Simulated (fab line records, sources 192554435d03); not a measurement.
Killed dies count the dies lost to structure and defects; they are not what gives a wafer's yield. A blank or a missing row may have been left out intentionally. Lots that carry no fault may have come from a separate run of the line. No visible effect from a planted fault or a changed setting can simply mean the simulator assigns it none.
fab line records + flow n5-finfet + part 2 of 2: steps 5 to 6 of 6
[record]
- lots = 24
- wafers = 72
- last-day = 17
route steps=1938 shown SD_EPI_N@293 SD_EPI_P@304 SDB@359 HKMG_FIN@388
lots that met no fault: from a run of the same line without faults
start-h: the number of hours between the record's first day and the start of the first shown wafer of the lot + wait-h: hours since the lot's step before + " same as the row above + L1.1+2: one row covering several wafers at once + - value missing, or start not given + * or withheld: withheld + < > ~ a bound
route shown NAME@n: NAME is a module with steps in the file, n the number in the route of the first one + usual: mean/standard deviation taken from wafers without a fault + same: alike in all rows + chamber/n: place in a boat + sites: the reading at each site + _std_site: their standard deviation + _edge_site: mean of outer sites minus mean of inner sites + radius-mm: for every site, how far away it sits from the centre of the wafer + mask NAME#n: copy n + behind: the last tool/chamber to shape the wafer + hold: what put the lot on hold/how long, in hours/how the hold closed + device: names the non-switching transistor (n, p or np) + end of line: at the end of the route, the tests of the same wafers + a step without rows: its recipe alone + killed: the dies lost at the first sort to structure and to defects; this is not the yield of the wafer + map: per-die view of a wafer (x killed, . not killed, _ where there is no die)
set.NAME: the run value of the setting; set.NAME@STEP: its run value at that earlier step + model.NAME: the simulator's own value behind a step, which no gauge read
the route's steps for a sample of lots (tables are steps, rows are wafers)
services: a tool's chamber out of use, with start hour (start-h, from the record's first day; less than 0 if before it), hours out, and reason
[[steps]]
[step N5_SDB_ETCH_25]
[recipe]
- chemistry = C4F6/O2
- target = SiO2
- target-depth-a = 100
- time-s = 3.3
- ion-energy-ev = 250
- mask-material = SiNx
- pressure-mtorr = 30
- source-w = 345
- bias-w = 185
- Ar_flow_sccm = 300
- C4F6_flow_sccm = 10
- O2_flow_sccm = 10
[usual]
- C4F6_flow_sccm = 9.998/0.028
- O2_flow_sccm = 10.00/0.032
- drypump-motor-current-A = 5.8/0.33
- oes-product-au = 0.78/0.079
- rf-vpp-V = 667/8.2
- showerhead-plenum-p-Torr = 2.89/0.086
- throttle-valve-pct = 21.18/0.27
| lot.wafer | tool        | chamber | start-h | wait-h | C4F6_flow_sccm | O2_flow_sccm | drypump-motor-current-A | oes-product-au | rf-hours-counter-h | rf-vpp-V | showerhead-plenum-p-Torr | throttle-valve-pct |
|-----------|-------------|---------|---------|--------|----------------|--------------|-------------------------|----------------|--------------------|----------|--------------------------|--------------------|
| L074.4    | rie-diel-03 | 2       | 67.73   | 0.2    | 10.022         | 10.04        | 5.7                     | 0.96           | 11                 | 671      | 3.02                     | 20.81              |
| L074.5    | "           | 1       | "       | "      | 9.992          | 10.01        | 5.4                     | 0.78           | -                  | 654      | 2.74                     | 20.67              |
| L074.6    | "           | 2       | "       | "      | 10.080         | 10.03        | 5.8                     | 0.97           | -                  | 671      | 3.02                     | 20.81              |
| L075.1    | rie-diel-03 | 3       | 74.32   | 0.1    | 10.019         | 9.99         | 5.5                     | 0.75           | 153                | 665      | 2.84                     | 21.42              |
| L075.3    | "           | 2       | "       | "      | 9.993          | 10.02        | 5.7                     | 0.94           | 13                 | 670      | 3.02                     | 20.79              |
| L075.6    | "           | 1       | "       | "      | 10.011         | 10.00        | 5.4                     | 0.78           | -                  | 655      | 2.74                     | 20.69              |
| L076.1    | rie-diel-03 | 3       | 80.04   | 0.0    | 9.940          | 9.98         | 5.6                     | 0.75           | 155                | 664      | 2.84                     | 21.43              |
| L076.3    | "           | 1       | "       | "      | 9.939          | 10.00        | 5.4                     | 0.78           | 131                | 655      | 2.74                     | 20.67              |
| L076.5    | "           | 3       | "       | "      | 9.973          | 10.03        | 5.5                     | 0.75           | -                  | 664      | 2.84                     | 21.42              |
| L077.1    | rie-diel-04 | 2       | 87.87   | 0.0    | 10.002         | 10.00        | 6.1                     | 0.78           | 136                | 669      | 2.84                     | 21.47              |
| L077.2    | "           | 0       | "       | "      | 9.974          | 9.97         | 6.2                     | 0.74           | 194                | 676      | 2.93                     | 21.15              |
| L077.5    | "           | 3       | "       | "      | 9.980          | 10.00        | 6.2                     | 0.79           | -                  | 664      | 2.85                     | 21.41              |
| L078.1    | rie-diel-04 | 2       | 89.63   | 0.0    | 10.009         | 10.01        | 6.1                     | 0.78           | 136                | 668      | 2.84                     | 21.46              |
| L078.3    | "           | 1       | "       | "      | 9.994          | 9.96         | 6.4                     | 0.69           | 213                | 661      | 2.94                     | 21.42              |
| L078.5    | "           | 1       | "       | "      | 9.985          | 10.02        | 6.5                     | 0.70           | -                  | 662      | 2.94                     | 21.41              |
| L079.2    | rie-diel-04 | 0       | 96.09   | 0.0    | 10.011         | 10.06        | 6.3                     | 0.73           | 196                | 676      | 2.93                     | 21.16              |
| L079.4    | "           | 2       | "       | "      | 9.970          | 9.95         | 6.1                     | 0.77           | 138                | 668      | 2.84                     | 21.45              |
| L079.5    | "           | 0       | "       | "      | 10.054         | 10.04        | 6.3                     | 0.73           | -                  | 675      | 2.93                     | 21.17              |
| L080.1    | rie-diel-03 | 1       | 101.29  | 0.1    | 10.031         | 10.05        | 5.4                     | 0.77           | 139                | 656      | 2.74                     | 20.69              |
| L080.4    | "           | 2       | "       | "      | 9.969          | 9.96         | 5.8                     | 0.92           | -                  | 670      | 3.02                     | 20.82              |
| L080.6    | "           | 0       | "       | "      | 9.959          | 9.95         | 5.7                     | 0.69           | -                  | 677      | 2.93                     | 21.40              |
| L081.3    | rie-diel-04 | 3       | 109.59  | 0.0    | 10.039         | 9.98         | 6.3                     | 0.78           | 152                | 664      | 2.84                     | 21.42              |
| L081.4    | "           | 1       | "       | "      | 10.001         | 10.03        | 6.4                     | 0.70           | 220                | 661      | 2.93                     | 21.42              |
| L081.5    | "           | 0       | "       | "      | 9.980          | 10.04        | 6.2                     | 0.73           | -                  | 676      | 2.93                     | 21.15              |
| L082.2    | rie-diel-05 | 3       | 116.66  | 0.0    | 9.965          | 10.01        | 5.8                     | 0.88           | 32                 | 655      | 2.79                     | 21.07              |
| L082.3    | "           | 0       | "       | "      | 9.989          | 9.92         | 5.6                     | 0.90           | 18                 | 662      | 3.04                     | 20.89              |
| L082.6    | "           | 3       | "       | "      | 10.006         | 10.00        | 5.8                     | 0.88           | -                  | 654      | 2.79                     | 21.06              |
| L083.3    | rie-diel-05 | 0       | 124.70  | 0.2    | 9.976          | 10.00        | 5.6                     | 0.89           | 20                 | 662      | 3.04                     | 20.92              |
| L083.4    | "           | 2       | "       | "      | 10.006         | 10.01        | 5.5                     | 0.88           | 33                 | 680      | 2.89                     | 21.02              |
| L083.5    | "           | 2       | "       | "      | 10.009         | 9.98         | 5.5                     | 0.88           | -                  | 680      | 2.89                     | 21.01              |
| L084.4    | rie-diel-04 | 3       | 126.96  | 0.1    | 9.972          | 9.98         | 6.2                     | 0.78           | -                  | 664      | 2.84                     | 21.41              |
| L084.5    | "           | 1       | "       | "      | 10.026         | 9.97         | 6.5                     | 0.69           | -                  | 661      | 2.93                     | 21.45              |
| L084.6    | "           | 0       | "       | "      | 9.995          | 9.96         | 6.3                     | 0.72           | -                  | 675      | 2.93                     | 21.17              |
| L085.2    | rie-diel-05 | 0       | 132.16  | 0.0    | 10.009         | 10.03        | 5.6                     | 0.89           | 23                 | 663      | 3.04                     | 20.89              |
| L085.4    | "           | 2       | "       | "      | 9.998          | 9.96         | 5.5                     | 0.87           | 36                 | 681      | 2.89                     | 21.00              |
| L085.5    | "           | 2       | "       | "      | 9.995          | 9.97         | 5.5                     | 0.88           | -                  | 680      | 2.89                     | 21.04              |
| L086.1    | rie-diel-04 | 2       | 136.93  | 0.0    | 9.980          | 9.99         | 6.1                     | 0.76           | 148                | 669      | 2.83                     | 21.48              |
| L086.2    | "           | 1       | "       | "      | 9.999          | 9.98         | 6.5                     | 0.69           | 231                | 662      | 2.93                     | 21.45              |
| L086.6    | "           | 2       | "       | "      | 9.998          | 9.93         | 6.1                     | 0.77           | -                  | 668      | 2.83                     | 21.47              |
| L087.1    | rie-diel-04 | 1       | 144.13  | 0.0    | 10.039         | 10.02        | 6.5                     | 0.69           | 234                | 661      | 2.93                     | 21.45              |
| L087.2    | "           | 2       | "       | "      | 10.071         | 10.01        | 6.1                     | 0.76           | 151                | 668      | 2.83                     | 21.49              |
| L087.3    | "           | 0       | "       | "      | 9.990          | 10.01        | 6.2                     | 0.72           | 216                | 674      | 2.92                     | 21.17              |
| L088.1    | rie-diel-03 | 1       | 154.48  | 0.0    | 10.015         | 9.99         | 5.4                     | 0.75           | 157                | 654      | 2.73                     | 20.71              |
| L088.4    | "           | 0       | "       | "      | 9.996          | 9.99         | 5.7                     | 0.69           | 223                | 677      | 2.92                     | 21.41              |
| L088.5    | "           | 3       | "       | "      | 9.986          | 10.00        | 5.5                     | 0.73           | -                  | 665      | 2.83                     | 21.45              |
| L089.1    | rie-diel-05 | 1       | 157.98  | 0.1    | 10.016         | 10.00        | 5.5                     | 0.71           | 179                | 679      | 2.94                     | 21.22              |
| L089.3    | "           | 2       | "       | "      | 10.009         | 10.04        | 5.5                     | 0.87           | 45                 | 680      | 2.88                     | 21.04              |
| L089.6    | "           | 0       | "       | "      | 10.019         | 9.99         | 5.6                     | 0.88           | -                  | 663      | 3.03                     | 20.92              |
| L090.3    | rie-diel-03 | 1       | 160.78  | 0.0    | 10.003         | 9.99         | 5.4                     | 0.76           | 159                | 656      | 2.73                     | 20.74              |
| L090.4    | "           | 3       | "       | "      | 9.988          | 9.96         | 5.6                     | 0.72           | 174                | 662      | 2.83                     | 21.46              |
| L090.6    | "           | 3       | "       | "      | 9.983          | 9.97         | 5.6                     | 0.72           | -                  | 663      | 2.83                     | 21.46              |
| L091.1    | rie-diel-03 | 3       | 169.57  | 0.2    | 9.980          | 10.04        | 5.6                     | 0.72           | 178                | 664      | 2.83                     | 21.46              |
| L091.2    | "           | 0       | "       | "      | 9.973          | 10.04        | 5.7                     | 0.68           | 229                | 675      | 2.92                     | 21.43              |
| L091.6    | "           | 3       | "       | "      | 9.976          | 10.04        | 5.5                     | 0.72           | -                  | 664      | 2.83                     | 21.47              |
| L092.1    | rie-diel-03 | 1       | 176.16  | 0.0    | 10.026         | 10.00        | 5.5                     | 0.74           | 165                | 654      | 2.73                     | 20.71              |
| L092.2    | "           | 2       | "       | "      | 9.956          | 10.02        | 5.7                     | 0.87           | 48                 | 670      | 3.01                     | 20.87              |
| L092.3    | "           | 0       | "       | "      | 10.037         | 10.01        | 5.6                     | 0.68           | 231                | 678      | 2.92                     | 21.42              |
| L093.3    | rie-diel-03 | 3       | 181.08  | 0.0    | 9.936          | 10.06        | 5.6                     | 0.72           | 182                | 663      | 2.83                     | 21.46              |
| L093.4    | "           | 0       | "       | "      | 10.027         | 10.06        | 5.7                     | 0.69           | 233                | 676      | 2.92                     | 21.42              |
| L093.6    | "           | 0       | "       | "      | 9.989          | 10.01        | 5.7                     | 0.68           | -                  | 677      | 2.92                     | 21.43              |
| L094.1    | rie-diel-03 | 1       | 188.26  | 0.0    | 9.980          | 9.97         | 5.4                     | 0.75           | 168                | 653      | 2.73                     | 20.74              |
| L094.4    | "           | 0       | "       | "      | 9.938          | 9.98         | 5.7                     | 0.67           | 235                | 676      | 2.92                     | 21.43              |
| L094.6    | "           | 3       | "       | "      | 9.983          | 9.97         | 5.6                     | 0.72           | -                  | 663      | 2.83                     | 21.47              |
| L095.1    | rie-diel-05 | 1       | 198.19  | 0.0    | 9.998          | 9.99         | 5.5                     | 0.70           | 192                | 678      | 2.94                     | 21.22              |
| L095.4    | "           | 2       | "       | "      | 9.995          | 9.94         | 5.5                     | 0.83           | 58                 | 679      | 2.88                     | 21.06              |
| L095.5    | "           | 3       | "       | "      | 9.989          | 10.01        | 5.8                     | 0.84           | -                  | 654      | 2.78                     | 21.09              |
| L097.2    | rie-diel-04 | 3       | 205.15  | 0.0    | 9.962          | 10.04        | 6.2                     | 0.74           | 187                | 664      | 2.83                     | 21.47              |
| L097.3    | "           | 0       | "       | "      | 10.006         | 10.05        | 6.3                     | 0.70           | 236                | 675      | 2.91                     | 21.21              |
| L097.6    | "           | 2       | "       | "      | 10.039         | 10.02        | 6.1                     | 0.74           | -                  | 667      | 2.82                     | 21.51              |
| L096.3    | rie-diel-05 | 2       | 205.85  | 0.0    | 10.005         | 9.98         | 5.5                     | 0.84           | 61                 | 679      | 2.88                     | 21.06              |
| L096.4    | "           | 0       | "       | "      | 10.002         | 9.96         | 5.6                     | 0.84           | 47                 | 662      | 3.02                     | 20.93              |
| L096.6    | "           | 0       | "       | "      | 9.985          | 9.99         | 5.6                     | 0.84           | -                  | 663      | 3.02                     | 20.93              |
[step N5_HKMG_FIN_ALD_74]
[recipe]
- material = La2O3
- target-thk-a = 5
- temp-c = 250
- ald-precursor-family = La-Cp
- ald-co-reactant = O3
- pulse-time-s = 6
- co-reactant-pulse-time-s = 1
- purge-time-s = 3
- co-reactant-purge-time-s = 3
[usual]
- heater-power-w = 347/34
- precursor-pulse-height-rel = 1.003/0.02
[same]
- purge-time-s = 3
| lot.wafer | tool      | chamber | start-h | wait-h | heater-power-w | precursor-pulse-height-rel |
|-----------|-----------|---------|---------|--------|----------------|----------------------------|
| L074.4    | ald-hk-01 | 2       | 72.03   | 0.1    | 353            | 1.021                      |
| L074.5    | "         | 3       | "       | "      | 336            | 1.008                      |
| L074.6    | "         | 2       | "       | "      | 352            | 1.037                      |
| L075.1    | ald-hk-02 | 0       | 78.69   | 0.2    | 340            | 1.007                      |
| L075.3    | "         | 3       | "       | "      | 285            | 0.978                      |
| L075.6    | "         | 2       | "       | "      | 388            | 0.992                      |
| L076.1    | ald-hk-02 | 0       | 84.58   | 0.2    | 334            | 0.982                      |
| L076.3    | "         | 3       | "       | "      | 280            | 1.014                      |
| L076.5    | "         | 0       | "       | "      | 334            | 0.965                      |
| L077.1    | ald-hk-03 | 1       | 92.64   | 0.2    | 386            | 1.007                      |
| L077.2    | "         | 0       | "       | "      | 384            | 1.031                      |
| L077.5    | "         | 1       | "       | "      | 389            | 0.988                      |
| L078.1    | ald-hk-02 | 0       | 95.39   | 0.2    | 337            | 1.011                      |
| L078.3    | "         | 3       | "       | "      | 291            | 1.003                      |
| L078.5    | "         | 1       | "       | "      | 306            | 0.991                      |
| L079.2    | ald-hk-02 | 3       | 100.72  | 0.2    | 290            | 1.013                      |
| L079.4    | "         | 1       | "       | "      | 305            | 1.009                      |
| L079.5    | "         | 2       | "       | "      | 389            | 1.005                      |
| L080.1    | ald-hk-01 | 0       | 106.13  | 0.3    | 361            | 0.993                      |
| L080.4    | "         | 1       | "       | "      | 357            | 0.999                      |
| L080.6    | "         | 3       | "       | "      | 330            | 0.989                      |
| L081.3    | ald-hk-01 | 1       | 114.10  | 0.1    | 359            | 0.997                      |
| L081.4    | "         | 3       | "       | "      | 324            | 0.987                      |
| L081.5    | "         | 0       | "       | "      | 355            | 1.034                      |
| L082.2    | ald-hk-01 | 0       | 120.98  | 0.2    | 361            | 1.029                      |
| L082.3    | "         | 3       | "       | "      | 331            | 0.996                      |
| L082.6    | "         | 1       | "       | "      | 352            | 0.996                      |
| L083.3    | ald-hk-02 | 1       | 129.26  | 0.2    | 313            | 0.986                      |
| L083.4    | "         | 0       | "       | "      | 334            | 0.984                      |
| L083.5    | "         | 2       | "       | "      | 389            | 1.012                      |
| L084.4    | ald-hk-01 | 1       | 131.24  | 0.1    | 357            | 0.990                      |
| L084.5    | "         | 3       | "       | "      | 331            | 1.027                      |
| L084.6    | "         | 2       | "       | "      | 362            | 1.014                      |
| L085.2    | ald-hk-03 | 0       | 136.87  | 0.2    | 384            | 1.013                      |
| L085.4    | "         | 1       | "       | "      | 383            | 0.993                      |
| L085.5    | "         | 3       | "       | "      | 299            | 0.988                      |
| L086.1    | ald-hk-01 | 2       | 141.42  | 0.3    | 364            | 0.981                      |
| L086.2    | "         | 1       | "       | "      | 357            | 0.997                      |
| L086.6    | "         | 0       | "       | "      | 363            | 1.004                      |
| L087.1    | ald-hk-03 | 2       | 149.28  | 0.2    | 357            | 0.990                      |
| L087.2    | "         | 1       | "       | "      | 380            | 0.962                      |
| L087.3    | "         | 3       | "       | "      | 293            | 1.021                      |
| L088.1    | ald-hk-03 | 2       | 158.99  | 0.2    | 362            | 0.978                      |
| L088.4    | "         | 1       | "       | "      | 391            | 1.008                      |
| L088.5    | "         | 2       | "       | "      | 361            | 1.010                      |
| L089.1    | ald-hk-03 | 0       | 163.08  | 0.2    | 381            | 1.043                      |
| L089.3    | "         | 2       | "       | "      | 345            | 1.073                      |
| L089.6    | "         | 1       | "       | "      | 382            | 1.028                      |
| L090.3    | ald-hk-02 | 3       | 165.40  | 0.1    | 285            | 0.964                      |
| L090.4    | "         | 1       | "       | "      | 310            | 0.998                      |
| L090.6    | "         | 2       | "       | "      | 388            | 0.976                      |
| L091.1    | ald-hk-01 | 0       | 173.93  | 0.2    | 360            | 0.985                      |
| L091.2    | "         | 2       | "       | "      | 353            | 1.014                      |
| L091.6    | "         | 2       | "       | "      | 343            | 1.011                      |
| L092.1    | ald-hk-02 | 1       | 180.61  | 0.2    | 306            | 1.010                      |
| L092.2    | "         | 3       | "       | "      | 285            | 1.018                      |
| L092.3    | "         | 0       | "       | "      | 332            | 1.003                      |
| L093.3    | ald-hk-02 | 1       | 185.39  | 0.1    | 313            | 0.971                      |
| L093.4    | "         | 2       | "       | "      | 394            | 0.991                      |
| L093.6    | "         | 2       | "       | "      | 391            | 1.022                      |
| L094.1    | ald-hk-03 | 2       | 193.44  | 0.2    | 352            | 0.973                      |
| L094.4    | "         | 3       | "       | "      | 309            | 0.986                      |
| L094.6    | "         | 0       | "       | "      | 382            | 1.023                      |
| L095.1    | ald-hk-03 | 3       | 202.51  | 0.2    | 304            | 1.019                      |
| L095.4    | "         | 0       | "       | "      | 384            | 1.012                      |
| L095.5    | "         | 2       | "       | "      | 348            | 1.004                      |
| L097.2    | ald-hk-03 | 3       | 209.47  | 0.2    | 307            | 0.995                      |
| L097.3    | "         | 0       | "       | "      | 379            | 1.003                      |
| L097.6    | "         | 1       | "       | "      | 394            | 1.012                      |
| L096.3    | ald-hk-03 | 0       | 210.32  | 0.1    | 382            | 1.015                      |
| L096.4    | "         | 2       | "       | "      | 354            | 1.038                      |
| L096.6    | "         | 0       | "       | "      | 375            | 1.027                      |
[[services]]
| tool        | chamber | start-h | hours | kind                          |
|-------------|---------|---------|-------|-------------------------------|
| rie-diel-01 | -       | 40.32   | 0.4   | repair                        |
| rie-diel-05 | 0       | 40.64   | -     | clean                         |
| rie-diel-05 | 0       | 40.64   | -     | consumable-replace:focus-ring |
| rie-diel-05 | 0       | 40.64   | -     | consumable-replace:showerhead |
| ald-sin-02  | 1       | 41.32   | 14.1  | repair                        |
| ald-hk-02   | -       | 50.02   | 1.3   | repair                        |
| rie-diel-05 | 3       | 55.27   | 10.0  | repair                        |
| rie-diel-04 | 2       | 65.79   | 6.7   | repair                        |
| rie-diel-01 | 3       | 89.53   | 8.7   | repair                        |
| ald-hk-01   | -       | 92.42   | 1.3   | repair                        |
| rie-diel-03 | 3       | 95.34   | 22.6  | repair                        |
| rie-diel-01 | 3       | 103.31  | 18.9  | repair                        |
| rie-diel-03 | 0       | 103.91  | 18.7  | repair                        |
| rie-diel-02 | 2       | 105.26  | 7.6   | repair                        |
| rie-diel-03 | -       | 112.50  | 2.8   | repair                        |
| rie-diel-06 | 0       | 115.84  | 5.3   | repair                        |
| rie-diel-04 | 2       | 116.92  | 6.0   | repair                        |
| rie-diel-06 | 1       | 128.14  | 16.7  | repair                        |
| rie-diel-02 | 2       | 132.32  | 6.3   | repair                        |
| ald-sin-01  | -       | 136.65  | 28.1  | pm                            |
| rie-diel-06 | 2       | 142.69  | 23.3  | repair                        |
| ald-sin-01  | -       | 164.75  | 6.0   | pm                            |
| ald-sin-01  | -       | 179.13  | 14.0  | pm                            |
| ald-sin-04  | 3       | 201.70  | 1.3   | repair                        |
